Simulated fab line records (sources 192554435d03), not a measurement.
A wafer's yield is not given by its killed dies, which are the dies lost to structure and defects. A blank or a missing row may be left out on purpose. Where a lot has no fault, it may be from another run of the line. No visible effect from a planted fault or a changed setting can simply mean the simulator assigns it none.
fab line records + flow n5Finfet
record:
- lots: 5
- wafers: 15
- lastDay: 18
route steps=1938 shown BEOL_M11@1598 BEOL_M12@1602
lots that met no fault: taken from a fault-free run of the same line
startH: hours from the record's first day to the start of the lot's first wafer shown + waitH: hours elapsed since this lot's preceding step + " unchanged from the row above + L1.1+2: one row covering several wafers at once + - either no value or no given start + * or withheld: withheld + < > ~ a bound
route shown NAME@n: a module of which the file shows steps, and the number in the route of the first + usual: mean/standard deviation taken from wafers without a fault + same: alike in all rows + chamber/n: place in a boat + sites: readings site by site + _std_site: standard deviation across them + _edge_site: outer sites' mean less inner sites' + radiusMm: how far each site lies from the wafer's centre + mask NAME#n: copy n + behind: the most recent tool/chamber to have shaped the wafer + hold: why the lot went on hold/how many hours it stayed there/how the hold came to an end + device: the transistor (n, p or np) that didn't switch + end of line: the route-end tests of the same wafers + a step without rows: its recipe alone + killed: the dies lost at the first sort to structure and to defects; this is not the yield of the wafer + map: a wafer's dies, marking killed ones x, the rest . and places with no die _
set.NAME: the run value of the setting; set.NAME@STEP: its run value at that earlier step + model.NAME: the simulator's own value behind a step, which no gauge read
lots at selected steps of the route; one table per step, one row per wafer
services: the hour from which a tool's chamber was out of use, counted from the record's first day as startH (under 0 if before that day), plus the number of hours and why
== steps ==
step: N5_BEOL_M11_PRE_CLEAN_55
recipe:
- gas: NH3
- timeS: 15
- tempC: withheld
- rfPowerW: 300
same:
- timeS: 15
| lot.wafer  | tool     | chamber | startH | waitH |
|------------|----------|---------|--------|-------|
| L089.1+3+5 | pecvd-02 | 2,1,1   | 360.44 | 0.0   |
| L095.3+5+6 | pecvd-01 | 2,2,1   | 377.20 | 0.0   |
| L094.1+4+6 | pecvd-04 | 0,0,2   | 377.81 | 0.0   |
| L096.1+2+3 | pecvd-01 | 1,2,0   | 386.40 | 0.0   |
| L097.1+3+6 | pecvd-04 | 0,2,0   | 390.14 | 0.0   |
step: N5_BEOL_M11_DEP_56
recipe:
- material: SiCN
- targetThkA: 300
- tempC: withheld
- precursor: 3MS/NH3
- pressureTorr: 3
- rfW: 675
- timeS: 10.5
usual:
- showerheadPlenumPTorr: 4.178/0.013
- throttleValvePct: 17.9/0.56
same:
- timeS: 10.5
| lot.wafer | tool     | chamber | startH | waitH | showerheadPlenumPTorr | throttleValvePct |
|-----------|----------|---------|--------|-------|-----------------------|------------------|
| L089.1    | pecvd-02 | 2       | 360.46 | 0.0   | 4.182                 | 18.2             |
| L089.3    | "        | 1       | "      | "     | 4.193                 | 17.8             |
| L089.5    | "        | 1       | "      | "     | 4.182                 | 17.7             |
| L095.3    | pecvd-01 | 2       | 377.23 | 0.0   | 4.165                 | 17.9             |
| L095.5    | "        | 2       | "      | "     | 4.161                 | 17.9             |
| L095.6    | "        | 1       | "      | "     | 4.188                 | 17.2             |
| L094.1    | pecvd-04 | 0       | 377.83 | 0.0   | 4.176                 | 17.7             |
| L094.4    | "        | 0       | "      | "     | 4.165                 | 17.7             |
| L094.6    | "        | 2       | "      | "     | 4.193                 | 18.5             |
| L096.1    | pecvd-01 | 1       | 386.42 | 0.0   | 4.205                 | 17.0             |
| L096.2    | "        | 2       | "      | "     | 4.165                 | 17.7             |
| L096.3    | "        | 0       | "      | "     | 4.199                 | 17.5             |
| L097.1    | pecvd-04 | 0       | 390.18 | 0.0   | 4.171                 | 17.5             |
| L097.3    | "        | 2       | "      | "     | 4.193                 | 18.0             |
| L097.6    | "        | 0       | "      | "     | 4.175                 | 17.7             |
step: N5_BEOL_M11_RS_MEAS_57
recipe:
- thkMeasGauge: four-point-probe
- reads: Cu_of_BEOL_M11_ECD_50+Co_of_BEOL_M11_CVD_75+TaN_of_BEOL_M11_ALD_74
usual:
- M11_RS: 0.151/0.006
| lot.wafer | tool         | chamber | startH | waitH | M11_RS[ohm/sq] |
|-----------|--------------|---------|--------|-------|----------------|
| L089.1    | filmMetro-01 | -       | 360.53 | 0.0   | 0.149          |
| L089.3    | "            | -       | "      | "     | 0.150          |
| L089.5    | "            | -       | "      | "     | 0.159          |
| L095.3    | filmMetro-01 | -       | 377.29 | 0.0   | 0.150          |
| L095.5    | "            | -       | "      | "     | 0.156          |
| L095.6    | "            | -       | "      | "     | 0.153          |
| L094.1    | filmMetro-01 | -       | 377.90 | 0.0   | 0.163          |
| L094.4    | "            | -       | "      | "     | 0.152          |
| L094.6    | "            | -       | "      | "     | 0.156          |
| L096.1    | filmMetro-02 | -       | 386.49 | 0.0   | 0.159          |
| L096.2    | "            | -       | "      | "     | 0.157          |
| L096.3    | "            | -       | "      | "     | 0.150          |
| L097.1    | filmMetro-02 | -       | 390.26 | 0.1   | 0.155          |
| L097.3    | "            | -       | "      | "     | 0.153          |
| L097.6    | "            | -       | "      | "     | 0.135          |
step: N5_BEOL_M11_INSPECT_58
recipe:
- inspectInstrument: darkfield
- mode: postDep
usual:
- rawDefectCount: 69/20
| lot.wafer | tool             | chamber | startH | waitH | rawDefectCount |
|-----------|------------------|---------|--------|-------|----------------|
| L089.1    | defectInspect-02 | -       | 360.55 | 0.0   | 45             |
| L089.3    | "                | -       | "      | "     | 56             |
| L089.5    | "                | -       | "      | "     | 37             |
| L095.3    | defectInspect-01 | -       | 377.32 | 0.0   | 54             |
| L095.5    | "                | -       | "      | "     | 55             |
| L095.6    | "                | -       | "      | "     | 87             |
| L094.1    | defectInspect-01 | -       | 377.92 | 0.0   | 58             |
| L094.4    | "                | -       | "      | "     | 79             |
| L094.6    | "                | -       | "      | "     | 80             |
| L096.1    | defectInspect-01 | -       | 386.51 | 0.0   | 35             |
| L096.2    | "                | -       | "      | "     | 71             |
| L096.3    | "                | -       | "      | "     | 47             |
| L097.1    | defectInspect-02 | -       | 390.29 | 0.0   | 101            |
| L097.3    | "                | -       | "      | "     | 97             |
| L097.6    | "                | -       | "      | "     | 99             |
step: N5_BEOL_M12_ILD_DEP_00
recipe:
- material: SiOC
- targetThkA: 6589.2
- tempC: 350
- precursor: DEMS/O2
- pressureTorr: 5
- rfW: 500
- timeS: 130.7
usual:
- heaterPowerW: 476/67
- showerheadPlenumPTorr: 5.696/0.017
- throttleValvePct: 12.0/0.43
same:
- timeS: 130.7
| lot.wafer | tool     | chamber | startH | waitH | heaterPowerW | showerheadPlenumPTorr | throttleValvePct |
|-----------|----------|---------|--------|-------|--------------|-----------------------|------------------|
| L089.1    | pecvd-04 | 0       | 360.59 | 0.0   | 574          | 5.697                 | 11.7             |
| L089.3    | "        | 1       | "      | "     | 452          | 5.707                 | 12.6             |
| L089.5    | "        | 0       | "      | "     | 614          | 5.688                 | 11.9             |
| L095.3    | pecvd-04 | 2       | 377.35 | 0.0   | 519          | 5.719                 | 11.7             |
| L095.5    | "        | 1       | "      | "     | 424          | 5.696                 | 12.7             |
| L095.6    | "        | 2       | "      | "     | 545          | 5.739                 | 11.9             |
| L094.1    | pecvd-04 | 0       | 377.96 | 0.0   | 555          | 5.702                 | 11.8             |
| L094.4    | "        | 0       | "      | "     | 597          | 5.698                 | 11.5             |
| L094.6    | "        | 2       | "      | "     | 529          | 5.731                 | 12.1             |
| L096.1    | pecvd-04 | 2       | 386.55 | 0.0   | 486          | 5.704                 | 12.1             |
| L096.2    | "        | 0       | "      | "     | 597          | 5.698                 | 11.8             |
| L096.3    | "        | 0       | "      | "     | 618          | 5.697                 | 12.0             |
| L097.1    | pecvd-01 | 2       | 390.32 | 0.0   | 428          | 5.710                 | 12.0             |
| L097.3    | "        | 0       | "      | "     | 443          | 5.718                 | 11.4             |
| L097.6    | "        | 1       | "      | "     | 583          | 5.708                 | 11.4             |
step: N5_BEOL_M12_THK_MEAS_01
recipe:
- reads: SiOC_of_BEOL_M12_ILD_DEP_00
usual:
- M12_ILD_THK: 656/8.4
| lot.wafer | tool         | chamber | startH | waitH | M12_ILD_THK[nm] |
|-----------|--------------|---------|--------|-------|-----------------|
| L089.1    | filmMetro-02 | -       | 360.72 | 0.1   | 650             |
| L089.3    | "            | -       | "      | "     | 652             |
| L089.5    | "            | -       | "      | "     | 665             |
| L095.3    | filmMetro-02 | -       | 377.49 | 0.1   | 643             |
| L095.5    | "            | -       | "      | "     | 665             |
| L095.6    | "            | -       | "      | "     | 657             |
| L094.1    | filmMetro-01 | -       | 378.09 | 0.1   | 647             |
| L094.4    | "            | -       | "      | "     | 663             |
| L094.6    | "            | -       | "      | "     | 651             |
| L096.1    | filmMetro-01 | -       | 386.73 | 0.1   | 641             |
| L096.2    | "            | -       | "      | "     | 643             |
| L096.3    | "            | -       | "      | "     | 654             |
| L097.1    | filmMetro-01 | -       | 390.45 | 0.1   | 654             |
| L097.3    | "            | -       | "      | "     | 644             |
| L097.6    | "            | -       | "      | "     | 674             |
step: N5_BEOL_M12_COAT_58
recipe:
- resist: BARC
- tempC: 205
- timeS: 60
- spinRpm: 1500
- resistThkNm: 89
same:
- timeS: 60
| lot.wafer  | tool          | chamber | startH | waitH |
|------------|---------------|---------|--------|-------|
| L089.1+3+5 | lithoTrack-01 | 0       | 360.75 | 0.0   |
| L095.3+5+6 | lithoTrack-05 | 0       | 377.52 | 0.0   |
| L094.1+4+6 | lithoTrack-04 | 0       | 378.12 | 0.0   |
| L096.1+2+3 | lithoTrack-01 | 0       | 386.76 | 0.0   |
| L097.1+3+6 | lithoTrack-04 | 0       | 390.49 | 0.0   |
step: N5_BEOL_M12_COAT_04
recipe:
- spinRpm: 1625
- resistThkNm: 400
| lot.wafer  | tool          | chamber | startH | waitH |
|------------|---------------|---------|--------|-------|
| L089.1+3+5 | lithoTrack-01 | 0       | -      | -     |
| L095.3+5+6 | lithoTrack-05 | 0       | -      | -     |
| L094.1+4+6 | lithoTrack-04 | 0       | -      | -     |
| L096.1+2+3 | lithoTrack-01 | 0       | -      | -     |
| L097.1+3+6 | lithoTrack-04 | 0       | -      | -     |
step: N5_BEOL_M12_EBR_06
recipe:
- solvent: PGMEA
- ebrWidthMm: 1.5
| lot.wafer  | tool          | chamber | startH | waitH |
|------------|---------------|---------|--------|-------|
| L089.1+3+5 | lithoTrack-01 | 0       | -      | -     |
| L095.3+5+6 | lithoTrack-05 | 0       | -      | -     |
| L094.1+4+6 | lithoTrack-04 | 0       | -      | -     |
| L096.1+2+3 | lithoTrack-01 | 0       | -      | -     |
| L097.1+3+6 | lithoTrack-04 | 0       | -      | -     |
step: N5_BEOL_M12_SOFTBAKE_05
recipe:
- tempC: 130
- timeS: 60
same:
- timeS: 60
| lot.wafer  | tool          | chamber | startH | waitH |
|------------|---------------|---------|--------|-------|
| L089.1+3+5 | lithoTrack-01 | 0       | -      | -     |
| L095.3+5+6 | lithoTrack-05 | 0       | -      | -     |
| L094.1+4+6 | lithoTrack-04 | 0       | -      | -     |
| L096.1+2+3 | lithoTrack-01 | 0       | -      | -     |
| L097.1+3+6 | lithoTrack-04 | 0       | -      | -     |
step: N5_BEOL_M12_EXPOSE_07
recipe:
- maskId: V11
- na: 0.93
- sourceShape: conventional
- sigmaOuter: 0.6
- polarization: unpolarized
- attpsmPhaseDeg: 180
- doseMj: 32.5
usual:
- stageVelMmS: 500.01/0.25
same:
- na: 0.93
| lot.wafer | tool          | chamber | startH | waitH | mask  | stageVelMmS |
|-----------|---------------|---------|--------|-------|-------|-------------|
| L089.1    | krfScanner-01 | 0       | 360.85 | -     | V11#0 | 500.26      |
| L089.3    | "             | 0       | "      | "     | V11#0 | 500.04      |
| L089.5    | "             | 0       | "      | "     | V11#0 | 500.21      |
| L095.3    | krfScanner-01 | 0       | 377.75 | -     | V11#0 | 499.96      |
| L095.5    | "             | 0       | "      | "     | V11#0 | 499.99      |
| L095.6    | "             | 0       | "      | "     | V11#0 | 499.90      |
| L094.1    | krfScanner-02 | 0       | 378.35 | -     | V11#0 | 499.97      |
| L094.4    | "             | 0       | "      | "     | V11#0 | 499.98      |
| L094.6    | "             | 0       | "      | "     | V11#0 | 500.12      |
| L096.1    | krfScanner-01 | 0       | 386.99 | -     | V11#0 | 499.55      |
| L096.2    | "             | 0       | "      | "     | V11#0 | 499.78      |
| L096.3    | "             | 0       | "      | "     | V11#0 | 499.82      |
| L097.1    | krfScanner-02 | 0       | 390.71 | -     | V11#0 | 499.96      |
| L097.3    | "             | 0       | "      | "     | V11#0 | 500.10      |
| L097.6    | "             | 0       | "      | "     | V11#0 | 499.90      |
step: N5_BEOL_M12_PEB_08
recipe:
- pebTempC: 130
- pebTimeS: 90
| lot.wafer  | tool          | chamber | startH | waitH |
|------------|---------------|---------|--------|-------|
| L089.1+3+5 | lithoTrack-04 | 0       | 360.91 | 0.1   |
| L095.3+5+6 | lithoTrack-01 | 0       | 377.80 | 0.0   |
| L094.1+4+6 | lithoTrack-01 | 0       | 378.40 | 0.1   |
| L096.1+2+3 | lithoTrack-05 | 0       | 387.05 | 0.1   |
| L097.1+3+6 | lithoTrack-01 | 0       | 390.77 | 0.1   |
step: N5_BEOL_M12_DEVELOP_09
recipe:
- developTimeS: 45
- rinseLiquid: diw
- dry: airSpin
- devTempC: 21
usual:
- developerTempC: 21.02/0.094
| lot.wafer | tool          | chamber | startH | waitH | developerTempC |
|-----------|---------------|---------|--------|-------|----------------|
| L089.1    | lithoTrack-04 | 0       | -      | -     | 21.17          |
| L089.3    | "             | 0       | "      | "     | 21.15          |
| L089.5    | "             | 0       | "      | "     | 20.97          |
| L095.3    | lithoTrack-01 | 0       | -      | -     | 20.91          |
| L095.5    | "             | 0       | "      | "     | 20.84          |
| L095.6    | "             | 0       | "      | "     | 20.85          |
| L094.1    | lithoTrack-01 | 0       | -      | -     | 21.01          |
| L094.4    | "             | 0       | "      | "     | 20.94          |
| L094.6    | "             | 0       | "      | "     | 21.04          |
| L096.1    | lithoTrack-05 | 0       | -      | -     | 20.94          |
| L096.2    | "             | 0       | "      | "     | 20.87          |
| L096.3    | "             | 0       | "      | "     | 20.99          |
| L097.1    | lithoTrack-01 | 0       | -      | -     | 21.10          |
| L097.3    | "             | 0       | "      | "     | 21.24          |
| L097.6    | "             | 0       | "      | "     | 21.00          |
step: N5_BEOL_M12_HARDBAKE_14
recipe:
- tempC: 130
- timeS: 120
same:
- timeS: 120
| lot.wafer  | tool          | chamber | startH | waitH |
|------------|---------------|---------|--------|-------|
| L089.1+3+5 | lithoTrack-04 | 0       | -      | -     |
| L095.3+5+6 | lithoTrack-01 | 0       | -      | -     |
| L094.1+4+6 | lithoTrack-01 | 0       | -      | -     |
| L096.1+2+3 | lithoTrack-05 | 0       | -      | -     |
| L097.1+3+6 | lithoTrack-01 | 0       | -      | -     |
== services ==
| tool          | chamber | startH | hours | kind                         |
|---------------|---------|--------|-------|------------------------------|
| pecvd-02      | 0       | 337.11 | 2.1   | scheduledDown                |
| krfScanner-02 | -       | 338.65 | 14.5  | repair                       |
| krfScanner-01 | -       | 355.64 | 0.8   | pm                           |
| krfScanner-02 | -       | 356.65 | 0.3   | repair                       |
| krfScanner-01 | -       | 356.92 | 1.0   | pm                           |
| krfScanner-02 | -       | 364.74 | 0.7   | repair                       |
| pecvd-04      | -       | 372.50 | 1.2   | repair                       |
| pecvd-02      | 2       | 375.64 | 30.7  | repair                       |
| krfScanner-01 | -       | 378.24 | 1.3   | pm                           |
| krfScanner-01 | -       | 382.43 | 0.4   | repair                       |
| pecvd-04      | 1       | 383.62 | -     | clean                        |
| pecvd-04      | 1       | 383.62 | -     | consumableReplace:showerhead |
| pecvd-04      | 1       | 383.62 | 29.0  | scheduledDown                |
| pecvd-04      | 1       | 383.62 | 29.0  | ventCycle                    |
== key ==
fault none
